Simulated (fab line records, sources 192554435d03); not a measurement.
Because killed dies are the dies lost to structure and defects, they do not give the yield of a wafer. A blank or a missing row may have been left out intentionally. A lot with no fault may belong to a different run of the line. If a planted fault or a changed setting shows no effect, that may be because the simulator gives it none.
Chamber matching || flow n5_finfet || 4 sister chambers for N5_ZERO_LAYER_ETCH_18 on rie_si-03
The step etches Si in HBr/Cl2, target depth 120 nm, time 40 s. 18 wafers are shown with their chamber, then 9 later ones without.

## WAFERS PAIRED WITH THEIR CHAMBERS
{"wafer": "L076.1", "chamber": 2, "drypump_motor_current_A (A)": 6.7, "throttle_valve_pct (%)": 36.25, "oes_product_au (a.u.)": 1.011}
{"wafer": "L076.4", "chamber": 0, "drypump_motor_current_A (A)": 5.2, "throttle_valve_pct (%)": 36.27, "oes_product_au (a.u.)": 0.987}
{"wafer": "L076.6", "chamber": 3, "drypump_motor_current_A (A)": 5.4, "throttle_valve_pct (%)": 35.56, "oes_product_au (a.u.)": 1.029}
{"wafer": "L078.1", "chamber": 3, "drypump_motor_current_A (A)": 5.4, "throttle_valve_pct (%)": 35.56, "oes_product_au (a.u.)": 1.024}
{"wafer": "L078.2", "chamber": 1, "drypump_motor_current_A (A)": 5.5, "throttle_valve_pct (%)": 36.12, "oes_product_au (a.u.)": 1.014}
{"wafer": "L078.4", "chamber": 0, "drypump_motor_current_A (A)": 5.2, "throttle_valve_pct (%)": 36.29, "oes_product_au (a.u.)": 0.982}
{"wafer": "L079.1", "chamber": 3, "drypump_motor_current_A (A)": 5.4, "throttle_valve_pct (%)": 35.55, "oes_product_au (a.u.)": 1.026}
{"wafer": "L079.2", "chamber": 2, "drypump_motor_current_A (A)": 6.7, "throttle_valve_pct (%)": 36.22, "oes_product_au (a.u.)": 1.006}
{"wafer": "L079.5", "chamber": 3, "drypump_motor_current_A (A)": 5.4, "throttle_valve_pct (%)": 35.56, "oes_product_au (a.u.)": 1.028}
{"wafer": "L080.2", "chamber": 2, "drypump_motor_current_A (A)": 6.7, "throttle_valve_pct (%)": 36.24, "oes_product_au (a.u.)": 1.000}
{"wafer": "L080.3", "chamber": 0, "drypump_motor_current_A (A)": 5.2, "throttle_valve_pct (%)": 36.28, "oes_product_au (a.u.)": 0.977}
{"wafer": "L080.4", "chamber": 1, "drypump_motor_current_A (A)": 5.5, "throttle_valve_pct (%)": 36.12, "oes_product_au (a.u.)": 1.012}
{"wafer": "L085.1", "chamber": 2, "drypump_motor_current_A (A)": 6.7, "throttle_valve_pct (%)": 36.26, "oes_product_au (a.u.)": 1.006}
{"wafer": "L085.4", "chamber": 3, "drypump_motor_current_A (A)": 5.4, "throttle_valve_pct (%)": 35.55, "oes_product_au (a.u.)": 1.025}
{"wafer": "L085.5", "chamber": 2, "drypump_motor_current_A (A)": 6.7, "throttle_valve_pct (%)": 36.23, "oes_product_au (a.u.)": 1.007}
{"wafer": "L086.2", "chamber": 2, "drypump_motor_current_A (A)": 6.7, "throttle_valve_pct (%)": 36.23, "oes_product_au (a.u.)": 1.010}
{"wafer": "L086.4", "chamber": 3, "drypump_motor_current_A (A)": 5.4, "throttle_valve_pct (%)": 35.56, "oes_product_au (a.u.)": 1.031}
{"wafer": "L086.6", "chamber": 0, "drypump_motor_current_A (A)": 5.3, "throttle_valve_pct (%)": 36.30, "oes_product_au (a.u.)": 0.980}

SIGNATURES (averages over the wafers above)
{"reading": "drypump_motor_current_A", "chamber 0": 5.225, "chamber 1": 5.500, "chamber 2": 6.700, "chamber 3": 5.400, "scatter within a chamber": 0.0231}
{"reading": "throttle_valve_pct", "chamber 0": 36.2850, "chamber 1": 36.1200, "chamber 2": 36.2383, "chamber 3": 35.5567, "scatter within a chamber": 0.0111}
{"reading": "oes_product_au", "chamber 0": 0.98150, "chamber 1": 1.01300, "chamber 2": 1.00667, "chamber 3": 1.02717, "scatter within a chamber": 0.00343}
Rule: a wafer's distance from a chamber is the root of the sum, over the readings, of the square of ((its reading less the chamber's mean) divided by the reading's scatter). If the next closest chamber is less than 2 further off than the closest, the wafer can't be placed; otherwise it belongs to the closest. How the scatter is found: for the shown wafers, subtract from each reading the mean of its chamber, square and add these, divide the total by (wafers less chambers), then take the root.

## WAFERS WITH NO CHAMBER GIVEN
{"wafer": "L090.2", "drypump_motor_current_A (A)": 5.4, "throttle_valve_pct (%)": 35.57, "oes_product_au (a.u.)": 1.027}
{"wafer": "L090.3", "drypump_motor_current_A (A)": 5.5, "throttle_valve_pct (%)": 36.12, "oes_product_au (a.u.)": 1.022}
{"wafer": "L090.4", "drypump_motor_current_A (A)": 5.3, "throttle_valve_pct (%)": 36.30, "oes_product_au (a.u.)": 0.979}
{"wafer": "L094.2", "drypump_motor_current_A (A)": 5.4, "throttle_valve_pct (%)": 35.55, "oes_product_au (a.u.)": 1.032}
{"wafer": "L094.3", "drypump_motor_current_A (A)": 5.5, "throttle_valve_pct (%)": 36.10, "oes_product_au (a.u.)": 1.014}
{"wafer": "L094.4", "drypump_motor_current_A (A)": 6.7, "throttle_valve_pct (%)": 36.25, "oes_product_au (a.u.)": 1.013}
{"wafer": "L097.1", "drypump_motor_current_A (A)": 5.5, "throttle_valve_pct (%)": 36.11, "oes_product_au (a.u.)": 1.014}
{"wafer": "L097.3", "drypump_motor_current_A (A)": 6.7, "throttle_valve_pct (%)": 36.24, "oes_product_au (a.u.)": 1.006}
{"wafer": "L097.5", "drypump_motor_current_A (A)": 6.7, "throttle_valve_pct (%)": 36.26, "oes_product_au (a.u.)": 1.012}

## WHICH CHAMBER EACH WENT THROUGH
{"wafer": "L090.2", "from the rows above": 3, "in truth": 3}
{"wafer": "L090.3", "from the rows above": 1, "in truth": 1}
{"wafer": "L090.4", "from the rows above": 0, "in truth": 0}
{"wafer": "L094.2", "from the rows above": 3, "in truth": 3}
{"wafer": "L094.3", "from the rows above": 1, "in truth": 1}
{"wafer": "L094.4", "from the rows above": 2, "in truth": 2}
{"wafer": "L097.1", "from the rows above": 1, "in truth": 1}
{"wafer": "L097.3", "from the rows above": 2, "in truth": 2}
{"wafer": "L097.5", "from the rows above": 2, "in truth": 2}
9 of 9 placed correctly. Left unplaced by these rows: 0. 0 placed wrongly.
